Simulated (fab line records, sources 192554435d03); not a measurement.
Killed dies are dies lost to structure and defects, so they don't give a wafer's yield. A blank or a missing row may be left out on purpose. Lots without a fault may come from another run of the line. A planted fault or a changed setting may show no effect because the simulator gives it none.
Chamber matching | flow n5_finfet | N5_BEOL_M1_ETCH_69 on rie_diel-02: 4 sister chambers
The step etches SiARC in CF4, target depth 15.6 nm, time 26 s. 14 wafers are shown with their chamber, then 7 later ones without.

WAFERS WITH THEIR CHAMBER
wafer  | chamber | showerhead_plenum_p_Torr (Torr) | throttle_valve_pct (%) | oes_product_au (a.u.)
L075.3 | 1       | 2.13                            | 15.61                  | 0.63
L075.4 | 0       | 2.07                            | 15.36                  | 0.70
L075.6 | 1       | 2.13                            | 15.62                  | 0.63
L080.2 | 1       | 2.13                            | 15.66                  | 0.63
L080.5 | 2       | 2.22                            | 15.42                  | 0.63
L080.6 | 3       | 2.13                            | 15.94                  | 0.59
L082.2 | 3       | 2.13                            | 15.95                  | 0.59
L082.3 | 1       | 2.13                            | 15.65                  | 0.62
L082.4 | 2       | 2.22                            | 15.46                  | 0.62
L084.1 | 2       | 2.22                            | 15.45                  | 0.63
L084.4 | 0       | 2.07                            | 15.39                  | 0.69
L084.5 | 0       | 2.07                            | 15.40                  | 0.69
L093.2 | 2       | 2.22                            | 15.47                  | 0.61
L093.3 | 3       | 2.12                            | 16.00                  | 0.58

SIGNATURES (means of the wafers above)
reading                  | chamber 0 | chamber 1 | chamber 2 | chamber 3 | scatter within a chamber
showerhead_plenum_p_Torr | 2.0700    | 2.1300    | 2.2200    | 2.1267    | 0.00258
throttle_valve_pct       | 15.3833   | 15.6350   | 15.4500   | 15.9633   | 0.0246
oes_product_au           | 0.6933    | 0.6275    | 0.6225    | 0.5867    | 0.00695
Rule: a wafer's distance from a chamber is the root of the sum, over the readings, of the square of ((its reading less the chamber's mean) divided by the reading's scatter). The wafer belongs to the nearest chamber; if the next one is less than 2 further off, it can't be placed. The scatter: the root of (the sum of the squares of (reading less its chamber's mean) over the shown wafers, divided by (wafers less chambers)).

WAFERS WITHOUT THEIR CHAMBER
wafer  | showerhead_plenum_p_Torr (Torr) | throttle_valve_pct (%) | oes_product_au (a.u.)
L093.6 | 2.06                            | 15.44                  | 0.67
L094.1 | 2.21                            | 15.50                  | 0.61
L094.4 | 2.21                            | 15.46                  | 0.61
L094.5 | 2.12                            | 15.70                  | 0.61
L095.1 | 2.06                            | 15.43                  | 0.67
L095.3 | 2.21                            | 15.47                  | 0.60
L095.5 | 2.06                            | 15.43                  | 0.66

WHICH CHAMBER EACH WENT THROUGH
wafer  | from the rows above | in truth
L093.6 | 0                   | 0
L094.1 | 2                   | 2
L094.4 | 2                   | 2
L094.5 | 1                   | 1
L095.1 | 0                   | 0
L095.3 | 2                   | 2
L095.5 | 0                   | 0
Placed correctly: 7 of 7. Can't be placed from these rows: 0. Placed wrongly: 0.
